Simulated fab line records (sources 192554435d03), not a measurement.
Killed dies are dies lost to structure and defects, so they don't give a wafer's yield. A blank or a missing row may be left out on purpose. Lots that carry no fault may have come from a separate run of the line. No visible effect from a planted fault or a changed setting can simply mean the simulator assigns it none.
One fault through the eyes of 3 desks :: flow n5-finfet :: every desk sees just its own numbers, and what lay behind them comes last

== THE DEFECT DESK ==
Counts from the inspections along the route, per lot, as means over the sampled wafers that have a number. If a lot's mean is further than 4 standard deviations from the usual mean, the lot is out of limits and carries the mark OUT (the distance appears in the brackets).
Columns: A = raw-defect-count at N5_BEOL_M8_INSPECT_30, usual 422
lot: L505
first seen here: day 10 02:06
A: 399

lot: L511
first seen here: day 11 06:44
A: 492

lot: L513
first seen here: day 12 13:06
A: 292

lot: L522
first seen here: day 14 20:07
A: 374

lot: L524
first seen here: day 15 04:44
A: 507

lot: L528
first seen here: day 16 18:17
A: 465
This desk's finding: nothing out of limits on any of the 6 lots.

== DESK OF THE TOOL OWNER: rie-diel-05 ==
The tool's own readings at N5_BEOL_M8_TRENCH_ETCH_37 (etches SiCOH lowk in C4F6/O2, target depth 93.478 nm, time 31.2 s): means of the sampled wafers that have a number, for each lot that ran on this tool. If a lot's mean is further than 4 standard deviations from the usual mean, the lot is out of limits and carries the mark OUT (the distance appears in the brackets).
Columns: A = drypump-motor-current-A at N5_BEOL_M8_TRENCH_ETCH_37, usual 5.7 A; B = oes-product-au at N5_BEOL_M8_TRENCH_ETCH_37, usual 0.78 a.u.; C = rf-vpp-V at N5_BEOL_M8_TRENCH_ETCH_37, usual 651 V; D = showerhead-plenum-p-Torr at N5_BEOL_M8_TRENCH_ETCH_37, usual 2.83 Torr; E = throttle-valve-pct at N5_BEOL_M8_TRENCH_ETCH_37, usual 20.92 %
lot: L511
first seen here: day 11 07:17
A: 5.4
B: 0.70
C: 649
D: 2.82
E: 20.93

lot: L513
first seen here: day 12 13:25
A: 5.6
B: 0.76
C: 637
D: 2.80
E: 20.84

lot: L522
first seen here: day 14 20:51
A: 6.1
B: 0.67
C: 636
D: 2.75
E: 20.88

lot: L524
first seen here: day 15 05:02
A: 5.2
B: 0.64
C: 646
D: 2.81
E: 20.91
This desk's finding: nothing out of limits on any of the 4 lots.

== METROLOGY DESK ==
Lot by lot, what the gauges showed, no matter which tool ran the lot: averages of those sampled wafers that carry a number. If a lot's mean is further than 4 standard deviations from the usual mean, the lot is out of limits and carries the mark OUT (the distance appears in the brackets). 7 of its 34 readings are shown: the first one out of limits and those lying furthest out on some lot.
Columns: A = DIBL_N at N5_BEOL_M4_RC_MEAS_101, usual 36.5 mV/V; B = DIBL_P at N5_BEOL_M4_RC_MEAS_101, usual 36.9 mV/V; C = trench-depth-nm at N5_BEOL_M8_OCD_MEAS_38, usual 92.2 nm; D = M8_THK at N5_BEOL_M8_THK_MEAS_53, usual 79.5 nm; E = M8_RS at N5_BEOL_M8_RS_MEAS_57, usual 0.291 ohm/sq; F = SERP_M8 at N5_BEOL_M15_RC_MEAS_101, usual 14.2 ohm/um; G = SERP_M8_max_site at N5_BEOL_M15_RC_MEAS_101, usual 14.8 ohm/um
lot: L505
first seen here: day 8 10:38
A: 33.9
B: 33.9
C: 92.4
D: 80.9
E: 0.285
F: 14.1
G: 14.5

lot: L511
first seen here: day 9 21:05
A: 35.9
B: 37.1
C: 90.6
D: 77.7
E: 0.296
F: 14.8
G: 15.3

lot: L513
first seen here: day 11 02:48
A: 35.9
B: 35.3
C: 89.4
D: 75.5
E: 0.307
F: 15.5
G: 16.1

lot: L522
first seen here: day 13 02:46
A: 36.5
B: 38.2
C: 74.1 (-9.1) OUT
D: 61.3 (-7.3) OUT
E: 0.441 (+15) OUT
F: 21.1 (+10) OUT
G: 21.9 (+10) OUT

lot: L524
first seen here: day 13 08:51
A: 36.6
B: 37.4
C: 78.2 (-7.0) OUT
D: 64.1 (-6.1) OUT
E: 0.423 (+13) OUT
F: 20.3 (+9.2) OUT
G: 21.4 (+9.3) OUT

lot: L528
first seen here: day 15 04:48
A: 41.2
B: 43.5
C: 94.9
D: 80.8
E: 0.283
F: 14.2
G: 15.0
This desk's verdict: out of limits on L522, L524, starting with L522 at day 14 21:04 (trench-depth-nm at N5_BEOL_M8_OCD_MEAS_38). Within limits: L505, L511, L513, L528.

== TAKEN TOGETHER ==
At day 14 21:04 the metrology desk could have sounded an alarm, on L522, L524.
No out-of-limits result turned up at the defect desk.
Nothing out of limits was seen by the tool owner's desk.
The defect desk has L522, L524 on record, within its limits.
Tool owner's desk: L522, L524 on record, inside its limits.
All the named lots went through N5_BEOL_M8_TRENCH_ETCH_37 on rie-diel-05.

== WHAT THE SIMULATOR HAD INSERTED ==
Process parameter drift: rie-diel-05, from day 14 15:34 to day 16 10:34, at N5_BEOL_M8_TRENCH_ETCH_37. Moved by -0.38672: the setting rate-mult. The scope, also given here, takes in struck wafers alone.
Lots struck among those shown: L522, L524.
Time in hours between the start of the fault and the first out-of-limits reading at each desk: metrology desk, 6.
